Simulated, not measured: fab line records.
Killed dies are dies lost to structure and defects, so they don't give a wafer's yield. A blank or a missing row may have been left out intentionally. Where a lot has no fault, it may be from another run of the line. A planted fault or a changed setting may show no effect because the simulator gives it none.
fab line records	flow n5-finfet
record lots=5	wafers=15	last-day=21
route steps=1938 shown STI_FIN_REVEAL@184 BEOL_M4@1111 PASSIVATION@1936
lots untouched by any fault: they come from a run of this same line in which no faults occurred
start-h: start of the lot's first displayed wafer, in hours after the record's first day	wait-h: how many hours have passed since the lot's step before this one	" as in the row above	L1.1+2: a row that stands for several wafers	- either no value or no given start	* or withheld: withheld	< > ~ a bound
route shown NAME@n: a module of which the file shows steps, and the number in the route of the first	usual: mean/standard deviation taken from wafers without a fault	same: alike in all rows	chamber/n: place in a boat	sites: readings site by site	_std_site: how widely they spread, as a standard deviation	_edge_site: outer sites' mean less inner sites'	radius-mm: for every site, how far away it sits from the centre of the wafer	mask NAME#n: copy n	behind: the most recent tool/chamber to have shaped the wafer	hold: what put the lot on hold/how long, in hours/how the hold closed	device: transistor that didn't switch, given as n, p or np	end of line: tests of these same wafers at the route's end	a step with no rows: only its recipe	killed: dies lost to structure and defects at the first sort, not the wafer's yield	map: a wafer's dies, x killed, . not, _ none there
set.NAME: the setting that was run; set.NAME@STEP: the one run at that earlier step	model.NAME: the simulator's own value behind a step, which no gauge read
lots at selected steps of the route; one table per step, one row per wafer
services: a tool's chamber out of use, with start hour (start-h, from the record's first day; less than 0 if before it), hours out, and reason
## steps
# step N5_STI_FIN_REVEAL_ALD_14
# recipe material=Si3N4	target-thk-a=30	temp-c=400	ald-precursor-family=SiH2I2	ald-co-reactant=N2/H2-plasma	pressure-torr=2
# usual heater-power-outer-w=552/45	heater-power-w=876/63
lot.wafer	tool	chamber	start-h	wait-h	heater-power-outer-w	heater-power-w
L662.1	ald-sin-01	1	57.84	0.0	566	905
L662.2	"	3	"	"	575	875
L662.3	"	0	"	"	469	727
L670.3	ald-sin-01	0	104.82	0.0	483	743
L670.4	"	3	"	"	582	905
L670.5	"	1	"	"	568	919
L671.1	ald-sin-03	3	111.03	0.0	615	939
L671.3	"	2	"	"	505	814
L671.4	"	1	"	"	587	891
L672.3	ald-sin-04	0	117.93	0.0	498	881
L672.5	"	2	"	"	520	908
L672.6	"	1	"	"	592	960
L677.1	ald-sin-01	3	148.24	0.0	575	911
L677.5	"	3	"	"	558	895
L677.6	"	0	"	"	488	732
# step N5_STI_FIN_REVEAL_FCVD_FILL_01
# recipe material=SiO2_flowable	target-thk-a=3120	temp-c=100	pressure-torr=0.8	rf-w=2000	time-s=512.2
# step N5_STI_FIN_REVEAL_DENSIFY_02
# recipe temp-c=650	ambient=steam	time-s=1800	idle-temp-c=400	densification-p-h2o-torr=640
# step N5_STI_FIN_REVEAL_CMP_04
# recipe stop-on=Si3N4	t-overpolish-s=4	down-force-psi=2	platen-rpm=54.18	post-cmp-clean=alkaline-brush	pad-velocity-m-s=1.078	target-thk-nm=131.83
# step N5_STI_FIN_REVEAL_THK_MEAS_05
# usual thk-nm=131.4/1.4
lot.wafer	tool	chamber	start-h	wait-h	thk-nm
L662.1	film-metro-01	-	63.17	-	131.4
L662.2	"	-	"	"	133.4
L662.3	"	-	"	"	132.4
L670.3	film-metro-01	-	110.16	-	132.7
L670.4	"	-	"	"	132.9
L670.5	"	-	"	"	132.2
L671.1	film-metro-02	-	116.46	-	131.6
L671.3	"	-	"	"	130.1
L671.4	"	-	"	"	132.1
L672.3	film-metro-02	-	123.26	-	132.9
L672.5	"	-	"	"	130.5
L672.6	"	-	"	"	132.0
L677.1	film-metro-02	-	153.58	-	130.9
L677.5	"	-	"	"	131.0
L677.6	"	-	"	"	129.2
# step N5_STI_FIN_REVEAL_DENSIFY_30
# recipe temp-c=*	time-s=*	ambient=N2	idle-temp-c=600	ramp-up-c-per-s=150	ramp-down-c-per-s=60	cool-to-c=600
# usual lamp-power-pct=11.53/0.057	wafer_temp_C_max=*
lot.wafer	tool	chamber	start-h	wait-h	lamp-power-pct	wafer_temp_C_max
L662.1	rtp-anneal-01	0	63.20	0.0	11.62	*
L662.2	"	0	"	"	11.49	*
L662.3	"	0	"	"	11.58	*
L670.3	rtp-anneal-01	0	110.24	0.1	11.48	*
L670.4	"	0	"	"	11.58	*
L670.5	"	0	"	"	11.49	*
L671.1	rtp-anneal-01	0	116.53	0.1	11.54	*
L671.3	"	0	"	"	11.49	*
L671.4	"	0	"	"	11.55	*
L672.3	rtp-anneal-01	0	123.35	0.1	11.48	*
L672.5	"	0	"	"	11.46	*
L672.6	"	0	"	"	11.54	*
L677.1	rtp-anneal-01	0	153.61	0.0	11.49	*
L677.5	"	0	"	"	11.65	*
L677.6	"	0	"	"	11.56	*
# step N5_STI_FIN_REVEAL_ETCHBACK_08
# recipe chemistry=C4F6/O2	target=SiO2	target-depth-a=305	time-s=10.167	ion-energy-ev=250	pressure-mtorr=30	source-w=345	bias-w=185	Ar_flow_sccm=300	C4F6_flow_sccm=10	O2_flow_sccm=10
# usual bias-w=185.0/0.56	chamber-pressure-mTorr=29.998/0.028	drypump-motor-current-A=5.67/0.21	oes_ar_750_au=0.78/0.071	oes_f_703_au=0.78/0.075	oes-product-au=0.78/0.075	rf-vpp-V=669/26	showerhead-plenum-p-Torr=2.86/0.085	throttle-valve-pct=21.22/0.15
lot.wafer	tool	chamber	start-h	wait-h	bias-w	chamber-pressure-mTorr	drypump-motor-current-A	oes_ar_750_au	oes_f_703_au	oes-product-au	rf-hours-counter-h	rf-vpp-V	showerhead-plenum-p-Torr	throttle-valve-pct
L662.1	rie-diel-03	3	63.41	0.2	185.4	29.978	5.64	0.83	0.82	0.81	100	652	2.76	21.09
L662.2	"	1	"	"	184.9	29.975	5.77	0.86	0.89	0.84	70	633	2.77	21.32
L662.3	"	2	"	"	185.7	30.028	5.99	0.77	0.77	0.76	133	665	2.96	21.09
L670.3	rie-diel-04	1	110.41	0.1	184.5	30.010	5.88	0.71	0.73	0.70	239	674	2.77	21.17
L670.4	"	2	"	"	186.3	30.001	5.41	0.70	0.70	0.70	211	682	2.94	21.17
L670.5	"	0	"	"	184.6	29.950	5.83	0.70	0.71	0.69	-	672	2.79	21.51
L671.1	rie-diel-03	3	116.81	0.3	185.4	30.006	5.67	0.82	0.81	0.79	106	649	2.76	21.09
L671.3	"	1	"	"	184.4	30.016	5.80	0.84	0.86	0.81	90	632	2.77	21.35
L671.4	"	3	"	"	184.4	30.010	5.66	0.82	0.81	0.80	-	651	2.76	21.08
L672.3	rie-diel-04	2	123.50	0.1	185.1	30.005	5.42	0.70	0.69	0.70	215	681	2.94	21.19
L672.5	"	3	"	"	184.6	30.000	5.26	0.74	0.73	0.76	-	682	2.92	21.31
L672.6	"	2	"	"	185.4	29.953	5.40	0.70	0.69	0.69	-	681	2.94	21.17
L677.1	rie-diel-04	0	153.82	0.2	185.0	29.988	5.84	0.98	1.00	0.99	3	672	2.79	21.17
L677.5	"	2	"	"	185.7	30.005	5.41	0.69	0.68	0.70	-	680	2.93	21.23
L677.6	"	0	"	"	184.9	30.014	5.83	0.98	1.00	0.99	-	672	2.79	21.17
# step N5_STI_FIN_REVEAL_STRIP_24
# recipe chemistry=N2/H2	time-s=90	power-w=100	temp-c=40	pressure-mtorr=100	rf-frequency-hz=6e+07	bias-power-w=3	n2-flow-sccm=300	h2-flow-sccm=300
# step N5_STI_FIN_REVEAL_PRECLEAN_25
# recipe chemistry=SPM	time-s=90	temp-c=120	mix=4:1
# step N5_STI_FIN_REVEAL_PRECLEAN_26
# recipe chemistry=SC1	time-s=45	temp-c=46	mix=1:2:100
# step N5_STI_FIN_REVEAL_PRECLEAN_29
# recipe chemistry=DHF	time-s=30	temp-c=25	dilution=300:1
# step N5_STI_FIN_REVEAL_SRD_12
# recipe time-s=30	temp-c=23	rinse-liquid=diw	dry=ipa-marangoni
# step N5_STI_FIN_REVEAL_RECESS_09
# recipe chemistry=HF/NH3	target=SiO2	afs-cycles=11	target-depth-a=425	temp-c=30	sublimation-temp-c=180	sublimation-time-s=60
# usual drypump-motor-current-A=5.6/0.66
# same afs-cycles=11
lot.wafer	tool	chamber	start-h	wait-h	drypump-motor-current-A	model.etch.depth-nm	model.SiNx_of_FIN_SAQP_HM_DEP_03.thk-nm
L662.1	vapor-etch-01	0	63.66	0.0	4.9	42.34	18.8
L662.2	"	1	"	"	6.5	42.34	19
L662.3	"	0	"	"	4.9	42.34	18.4
L670.3	vapor-etch-02	0	111.25	0.6	6.0	42.3	18
L670.4	"	1	"	"	5.0	42.3	18.8
L670.5	"	0	"	"	6.0	42.3	19
L671.1	vapor-etch-02	0	117.06	0.0	6.0	42.43	18
L671.3	"	1	"	"	5.0	62.95	16.6
L671.4	"	0	"	"	6.0	42.43	18.6
L672.3	vapor-etch-01	0	124.28	0.6	4.8	42.2	17.6
L672.5	"	0	"	"	4.9	42.2	18.4
L672.6	"	1	"	"	6.5	42.2	18.8
L677.1	vapor-etch-01	0	154.07	0.0	4.9	42.56	17.6
L677.5	"	0	155.13	1.1	4.9	42.56	19.2
L677.6	"	1	"	"	6.4	42.56	18
# step N5_STI_FIN_REVEAL_STRIP_16
# recipe chemistry=H3PO4	material=SiNx	temp-c=165	target-depth-a=238	overetch-fraction=0.4964	dry=ipa-marangoni
# step N5_STI_FIN_REVEAL_PRECLEAN_17
# recipe chemistry=NF3:NH3	afs-cycles=1	temp-c=30	time-s=20	sublimation-temp-c=180	sublimation-time-s=60	pressure-torr=3	rf-power-w=30
# step N5_STI_FIN_REVEAL_ETCH_34
# recipe chemistry=H2	mode=isotropic	material=Si	target=Si	target-depth-a=9.7	temp-c=20	pressure-mtorr=4.5	icp-w=300	bias-w=0	h2-flow-sccm=7.5	he-flow-sccm=142.5
# usual chamber-pressure-mTorr=4.500/0.0047	drypump-motor-current-A=5.7/0.5	he-backside-leak-sccm=2.8/0.42	oes-product-au=1.005/0.019	throttle-valve-pct=25.8/0.72
# same bias-w=0
lot.wafer	tool	chamber	start-h	wait-h	chamber-pressure-mTorr	drypump-motor-current-A	he-backside-leak-sccm	oes-product-au	rf-hours-counter-h	throttle-valve-pct
L662.1	rie-si-06	1	65.75	0.2	4.501	6.2	2.5	1.012	114	26.5
L662.2	"	3	"	"	4.510	6.3	2.8	1.004	189	25.3
L662.3	"	0	"	"	4.506	4.8	2.5	1.051	8	25.6
L670.3	rie-si-01	2	112.82	0.1	4.501	5.3	2.6	1.007	2	24.6
L670.4	"	1	"	"	4.499	5.3	2.9	0.981	5	26.5
L670.5	"	2	"	"	4.505	5.3	2.6	0.997	-	24.6
L671.1	rie-si-01	3	119.15	0.2	4.499	5.4	2.8	0.997	111	25.8
L671.3	"	1	"	"	4.502	5.3	2.8	0.983	5	26.5
L671.4	"	2	"	"	4.500	5.3	2.7	1.011	2	24.6
L672.3	rie-si-01	0	125.84	0.1	4.496	6.2	2.7	1.013	9	27.0
L672.5	"	2	"	"	4.503	5.3	2.6	1.002	-	24.6
L672.6	"	3	"	"	4.501	5.5	2.6	1.012	-	25.8
L677.1	rie-si-01	1	156.16	0.2	4.500	5.4	2.8	0.988	5	26.5
L677.5	"	3	"	"	4.491	5.5	2.8	0.996	-	25.8
L677.6	"	1	"	"	4.504	5.4	2.9	0.987	-	26.5
# step N5_STI_FIN_REVEAL_OXIDATION_31
# recipe chemistry=O2_PLASMA_REMOTE	temp-c=150	time-s=20	pressure-mtorr=1000	source-power-w=2000	o2-flow-sccm=3000
# step N5_STI_FIN_REVEAL_PRECLEAN_32
# recipe chemistry=NF3:NH3	afs-cycles=1	temp-c=30	time-s=20	sublimation-temp-c=180	sublimation-time-s=60	pressure-torr=3	rf-power-w=30
# step N5_STI_FIN_REVEAL_STRIP_35
# recipe chemistry=H3PO4	material=Si3N4	temp-c=165	target-depth-a=40	time-s=39
# step N5_STI_FIN_REVEAL_SRD_21
# recipe dry=ipa-marangoni	time-s=30	temp-c=23	rinse-liquid=diw
# step N5_STI_FIN_REVEAL_OXIDATION_33
# recipe chemistry=O2_PLASMA_REMOTE	temp-c=150	time-s=20	pressure-mtorr=1000	source-power-w=2000	o2-flow-sccm=3000
# usual chamber-pressure-mTorr=999.9/0.92	drypump-motor-current-A=6.2/0.36	heater-power-w=133/6.8
lot.wafer	tool	chamber	start-h	wait-h	chamber-pressure-mTorr	drypump-motor-current-A	heater-power-w	rf-hours-counter-h
L662.1	plasma-asher-01	1	66.35	0.0	998.7	5.7	138	90
L662.2	"	0	"	"	999.9	6.6	130	90
L662.3	"	0	"	"	1001.6	6.6	130	-
L670.3	plasma-asher-02	0	113.28	0.0	999.4	5.9	125	-
L670.4	"	1	"	"	999.5	6.3	127	-
L670.5	"	1	"	"	999.9	6.3	127	-
L671.1	plasma-asher-01	1	119.57	0.0	1000.5	5.7	141	101
L671.3	"	1	"	"	999.5	5.8	137	-
L671.4	"	0	"	"	999.7	6.6	130	-
L672.3	plasma-asher-02	0	126.28	0.0	999.1	5.9	124	-
L672.5	"	1	"	"	1000.1	6.3	126	-
L672.6	"	0	"	"	999.7	5.9	124	-
L677.1	plasma-asher-01	1	156.58	0.0	999.0	5.7	141	107
L677.5	"	1	"	"	1000.0	5.8	143	-
L677.6	"	0	"	"	1001.9	6.6	132	-
# step N5_STI_FIN_REVEAL_CLEAN_19
# recipe chemistry=O3/DIW	temp-c=25	time-s=120	o3-ppm=10
# step N5_STI_FIN_REVEAL_SRD_23
# recipe dry=ipa-marangoni	time-s=30	temp-c=23	rinse-liquid=diw
# step N5_STI_FIN_REVEAL_CD_MEAS_22
# recipe target-cd-nm=6.238	pitch-nm=28	polarity=line
# usual cd-nm=6.4/0.3
lot.wafer	tool	chamber	start-h	wait-h	cd-nm
L662.1	cd-sem-03	-	66.52	0.0	6.3
L662.2	"	-	"	"	5.6
L662.3	"	-	"	"	5.9
L670.3	cd-sem-01	-	113.43	0.0	6.1
L670.4	"	-	"	"	6.0
L670.5	"	-	"	"	6.2
L671.1	cd-sem-02	-	119.73	0.0	6.5
L671.3	"	-	"	"	6.1
L671.4	"	-	"	"	5.7
L672.3	cd-sem-02	-	126.42	0.0	6.7
L672.5	"	-	"	"	6.8
L672.6	"	-	"	"	6.2
L677.1	cd-sem-02	-	156.74	0.0	6.5
L677.5	"	-	"	"	6.7
L677.6	"	-	"	"	6.3
# step N5_STI_FIN_REVEAL_FIN_H_MEAS_10
# usual trench-depth-nm=51.7/0.85
lot.wafer	tool	chamber	start-h	wait-h	trench-depth-nm
L662.1	ocd-02	-	66.55	0.0	51.2
L662.2	"	-	"	"	51.6
L662.3	"	-	"	"	51.6
L670.3	ocd-01	-	113.46	0.0	51.8
L670.4	"	-	"	"	50.6
L670.5	"	-	"	"	51.8
L671.1	ocd-01	-	119.76	0.0	50.6
L671.3	"	-	"	"	72.0
L671.4	"	-	"	"	50.6
L672.3	ocd-02	-	126.45	0.0	50.8
L672.5	"	-	"	"	51.4
L672.6	"	-	"	"	50.7
L677.1	ocd-02	-	156.77	0.0	53.1
L677.5	"	-	"	"	52.3
L677.6	"	-	"	"	53.0
# step N5_STI_FIN_REVEAL_PRECLEAN_18
# recipe chemistry=SC2	time-s=45	temp-c=35	mix=1:1:50
# step N5_BEOL_M4_RC_MEAS_101
# usual DIBL_N=36.1/2.3	DIBL_P=36/3.2	IOFF_N=0.16/0.045	IOFF_P=0.21/0.049	ION_N=674/14	ION_P=462/8.4	SS_N=71.6/0.83	SS_P=73.2/0.87	VT_N=249/3.8	VT_P=-250/3.4
lot.wafer	tool	chamber	start-h	wait-h	DIBL_N[mV/V]	DIBL_P[mV/V]	IOFF_N[nA/um]	IOFF_P[nA/um]	ION_N[uA/um]	ION_P[uA/um]	SS_N[mV/dec]	SS_P[mV/dec]	VT_N[mV]	VT_P[mV]
L662.1	prober-02	0	288.86	0.0	36.4	36	0.17	0.19	671	448	72.1	73.3	252	-253
L662.2	"	0	"	"	38.2	38	0.19	0.24	677	459	72.6	73.5	250	-251
L662.3	"	0	"	"	35.8	36	0.16	0.20	672	458	72.1	73.1	252	-251
L672.3	prober-01	0	345.01	0.3	38.0	39	0.21	0.23	681	458	72.3	73.6	245	-250
L672.5	"	0	"	"	40.4	42	0.27	0.27	700	467	72.8	74.4	240	-249
L672.6	"	0	"	"	35.0	35	0.14	0.18	661	450	70.6	72.9	251	-252
L670.3	prober-02	0	345.12	0.3	35.7	35	0.15	0.21	677	469	71.4	73.9	248	-246
L670.4	"	0	"	"	35.0	34	0.14	0.19	658	451	71.9	72.7	248	-251
L670.5	"	0	"	"	35.6	35	0.14	0.22	662	462	72.0	74.3	248	-250
L671.1	prober-02	0	347.66	0.0	37.6	39	0.17	0.29	661	465	71.7	74.3	250	-246
L671.3	"	0	"	"	35.5	33	0.13	0.18	664	458	71.2	72.5	253	-253
L671.4	"	0	"	"	34.3	30	0.10	0.13	633	437	71.1	72.3	259	-259
L677.1	prober-02	0	358.67	0.0	37.4	39	0.19	0.23	695	472	72.0	74.2	244	-251
L677.5	"	0	"	"	40.1	41	0.24	0.29	685	475	72.7	74.1	244	-246
L677.6	"	0	"	"	37.9	39	0.18	0.22	685	469	72.5	73.3	247	-252
# step N5_PASSIVATION_PROBE_49
# usual defect-limited-yield=90.9/1.6	killed_at_M0_to_M3=37/11	killed_at_M4_up=15/5.6	killed-at-contacts=13/6.4	killed-at-front-end=39/11	killed-at-other=4/3.1	killed-dies=107/19	killed-open=71/14	killed-short=34/7.8	sort_bin_5_function=5.3/1	sort_bin_6_memory=3.4/0.72	sort_bin_8_speed=0.0/0.42	sort-n-pass=1072/20	sort-yield-pct=90.9/1.7
# same gross-dies=1180	killed-at-back-side=0	sort_bin_4_leakage[%]=0
lot.wafer	tool	chamber	start-h	wait-h	defect-limited-yield[%]	killed_at_M0_to_M3	killed_at_M4_up	killed-at-contacts	killed-at-front-end	killed-at-other	killed-dies	killed-open	killed-short	sort_bin_5_function[%]	sort_bin_6_memory[%]	sort_bin_8_speed[%]	sort-n-pass	sort-yield-pct[%]
L662.1	prober-02	-	410.64	0.0	92.1	34	13	7	37	2	93	64	27	5.1	2.6	0	1087	92.1
L662.2	prober-02	-	410.69	0.1	89.4	46	15	16	38	10	125	87	35	6.3	4.1	0	1055	89.4
L662.3	prober-02	-	410.74	0.1	92.8	27	8	3	45	2	85	50	32	4.0	3.0	0	1095	92.8
L672.3	prober-02	-	467.70	0.1	92.7	34	3	10	38	1	86	53	33	4.3	2.5	0	1094	92.7
L672.5	prober-02	-	467.80	0.2	91.4	33	20	9	37	2	101	71	29	5.2	3.1	0	1079	91.4
L672.6	prober-02	-	467.85	0.3	93.2	19	15	6	38	2	80	47	29	3.5	2.9	0	1100	93.2
L670.3	prober-01	-	468.03	0.1	92.8	35	1	19	24	6	85	58	27	4.2	2.5	0	1095	92.8
L670.4	prober-01	-	468.08	0.2	91.9	45	9	16	24	2	96	58	35	4.2	3.7	0	1084	91.9
L670.5	prober-01	-	468.13	0.2	89.5	58	7	27	24	8	124	84	38	6.4	4.0	0	1056	89.5
L671.1	prober-02	-	469.02	0.0	91.7	27	13	8	50	0	98	70	26	4.9	3.4	0	1082	91.7
L671.3	prober-02	-	469.12	0.1	90.3	37	15	7	48	8	115	79	33	6.3	3.2	0	1065	90.3
L671.4	prober-02	-	469.17	0.2	89.5	32	17	9	61	5	124	91	31	6.5	3.6	5.0	997	84.5
L677.1	prober-01	-	496.17	0.0	90.3	37	13	8	51	6	115	70	42	5.6	3.6	0	1065	90.3
L677.5	prober-01	-	496.37	0.2	91.4	40	8	11	37	5	101	70	30	5.3	3.1	0	1079	91.4
L677.6	prober-01	-	496.42	0.3	89.7	60	13	7	40	2	122	65	53	6.9	2.9	0	1058	89.7
# killed by level:class
L662.1 FIN_SAQP:geometric-particle:open=12 BEOL_M2:geometric-particle:open=7 MOL_CONTACT_COAG:geometric-particle:open=7 BEOL_M3:geometric-particle:open=7 BEOL_M0_SAQP:geometric-particle:open=6 BEOL_M0_SAQP:geometric-particle:short=6 FIN_SAQP:geometric-particle:short=4 STI_FIN_REVEAL:geometric-particle:open=4
L662.2 BEOL_M2:geometric-particle:open=15 MOL_CONTACT_COAG:geometric-particle:open=11 FIN_SAQP:geometric-particle:open=10 BEOL_M4:geometric-particle:open=8 BEOL_M1:geometric-particle:open=7 STI_FIN_REVEAL:geometric-particle:open=6 MOL_CONTACT_COAG:geometric-particle:short=5 BEOL_M3:geometric-particle:open=5
L662.3 FIN_SAQP:geometric-particle:open=9 BEOL_M2:geometric-particle:open=9 DUMMY_GATE:geometric-particle:open=7 BEOL_M0_SAQP:geometric-particle:short=6 FIN_SAQP:geometric-particle:short=5 BEOL_M4:geometric-particle:short=5 STI_FIN_REVEAL:geometric-particle:open=4 BEOL_M0_SAQP:geometric-particle:open=4
L672.3 FIN_SAQP:geometric-particle:short=9 MOL_CONTACT_COAG:geometric-particle:open=9 FIN_SAQP:geometric-particle:open=6 DUMMY_GATE:geometric-particle:open=6 BEOL_M1:geometric-particle:short=6 BEOL_M0_SAQP:geometric-particle:open=5 BEOL_M0:geometric-particle:open=5 BEOL_M2:geometric-particle:open=5
L672.5 BEOL_M1:geometric-particle:open=9 BEOL_M4:geometric-particle:open=9 FIN_SAQP:geometric-particle:open=7 BEOL_M2:geometric-particle:open=6 MOL_CONTACT_COAG:geometric-particle:open=6 BEOL_M1:geometric-particle:short=6 FIN_SAQP:geometric-particle:short=5 STI_FIN_REVEAL:geometric-particle:open=4
L672.6 BEOL_M4:geometric-particle:open=9 FIN_SAQP:geometric-particle:short=7 STI_FIN_REVEAL:geometric-particle:open=7 BEOL_M0_SAQP:geometric-particle:short=7 GATE_CUT:geometric-particle:short=5 GATE_CUT:geometric-particle:open=4 MOL_CONTACT_COAG:geometric-particle:open=4 FIN_SAQP:geometric-particle:open=3
L670.3 MOL_CONTACT_COAG:geometric-particle:open=14 BEOL_M0_SAQP:geometric-particle:open=10 STI_FIN_REVEAL:geometric-particle:open=8 BEOL_M1:geometric-particle:open=8 BEOL_M2:geometric-particle:open=8 BEOL_M0_SAQP:geometric-particle:short=6 MOL_CONTACT_COAG:geometric-particle:short=5 GATE_CUT:geometric-particle:short=4
L670.4 BEOL_M0_SAQP:geometric-particle:open=13 BEOL_M0_SAQP:geometric-particle:short=12 MOL_CONTACT_COAG:geometric-particle:open=11 GATE_CUT:geometric-particle:short=6 BEOL_M3:geometric-particle:open=6 STI_FIN_REVEAL:geometric-particle:open=5 MOL_CONTACT_COAG:geometric-particle:short=4 BEOL_M1:geometric-particle:open=4
L670.5 BEOL_M0_SAQP:geometric-particle:open=23 MOL_CONTACT_COAG:geometric-particle:open=21 BEOL_M1:geometric-particle:open=11 BEOL_M3:geometric-particle:open=10 BEOL_M0_SAQP:geometric-particle:short=8 MIM_TOP:geometric-particle:short=7 STI_FIN_REVEAL:geometric-particle:open=6 GATE_CUT:geometric-particle:short=5
L671.1 STI_FIN_REVEAL:geometric-particle:open=13 FIN_SAQP:geometric-particle:short=9 BEOL_M3:geometric-particle:open=9 BEOL_M4:geometric-particle:open=8 DUMMY_GATE:geometric-particle:open=7 MOL_CONTACT_COAG:geometric-particle:open=7 FIN_SAQP:geometric-particle:open=6 BEOL_M1:geometric-particle:open=6
L671.3 BEOL_M3:geometric-particle:open=14 STI_FIN_REVEAL:geometric-particle:open=12 FIN_SAQP:geometric-particle:open=9 FIN_SAQP:geometric-particle:short=8 BEOL_M4:geometric-particle:open=8 BEOL_M2:geometric-particle:open=6 BEOL_M1:geometric-particle:open=5 BEOL_M3:geometric-particle:short=5
L671.4 STI_FIN_REVEAL:geometric-particle:open=18 BEOL_M4:geometric-particle:open=9 DUMMY_GATE:geometric-particle:open=9 BEOL_M1:geometric-particle:open=9 FIN_SAQP:geometric-particle:open=7 GATE_CUT:geometric-particle:open=6 MOL_CONTACT_COAG:geometric-particle:open=6 BEOL_M3:geometric-particle:open=5
L677.1 STI_FIN_REVEAL:geometric-particle:open=11 FIN_SAQP:geometric-particle:short=9 FIN_SAQP:geometric-particle:open=9 BEOL_M2:geometric-particle:short=8 BEOL_M4:geometric-particle:open=8 BEOL_M1:geometric-particle:open=6 BEOL_M2:geometric-particle:open=6 BEOL_M3:geometric-particle:open=6
L677.5 STI_FIN_REVEAL:geometric-particle:open=11 BEOL_M3:geometric-particle:open=10 BEOL_M0_SAQP:geometric-particle:short=7 BEOL_M0_SAQP:geometric-particle:open=6 BEOL_M1:geometric-particle:open=6 FIN_SAQP:geometric-particle:open=5 MOL_CONTACT_COAG:geometric-particle:open=5 MOL_CONTACT_COAG:geometric-particle:short=5
L677.6 BEOL_M0_SAQP:geometric-particle:short=13 BEOL_M3:geometric-particle:open=12 GATE_CUT:geometric-particle:short=8 BEOL_M2:geometric-particle:short=8 STI_FIN_REVEAL:geometric-particle:open=7 FIN_SAQP:geometric-particle:open=6 FIN_SAQP:geometric-particle:short=6 BEOL_M3:geometric-particle:short=6
## services
tool	chamber	start-h	hours	kind
rie-diel-04	-	50.82	2.8	pm
rie-diel-03	0	56.45	17.9	repair
ald-sin-04	-	64.86	0.8	repair
rie-diel-03	3	73.73	36.7	repair
ald-sin-03	3	78.05	2.7	repair
rie-diel-04	3	94.76	1.6	repair
ald-sin-03	0	102.01	11.3	repair
rie-diel-03	2	115.16	18.1	repair
ald-sin-04	3	122.15	16.0	repair
rie-diel-04	0	128.41	-	clean
rie-diel-04	0	128.41	-	consumable-replace:focus-ring
rie-diel-04	0	128.41	18.3	scheduled-down
rie-diel-04	0	128.41	18.3	vent-cycle
rie-diel-04	1	146.94	-	clean
rie-diel-04	1	146.94	-	consumable-replace:focus-ring
rie-diel-04	1	146.94	28.4	scheduled-down
rie-diel-04	1	146.94	28.4	vent-cycle
rie-si-01	2	147.40	13.5	repair
## key
first-sign step=N5_STI_FIN_REVEAL_FIN_H_MEAS_10	reading=trench-depth-nm	direction=up	sigmas=24	usual=51.7	struck=72.0
effect none on later readings
model-effect step=N5_STI_FIN_REVEAL_RECESS_09	value=etch.depth-nm	without=42.43	struck=62.95
met-at N5_STI_FIN_REVEAL_RECESS_09
struck-wafers L671.3
onset-between 111.25 117.06
fault kind=process-parameter-drift	tool=vapor-etch-02	chamber=-	onset-h=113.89	steps=N5_STI_FIN_REVEAL_RECESS_09	channel=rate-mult	offset=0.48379	shape=step	end-h=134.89	scope=struck-wafers-only
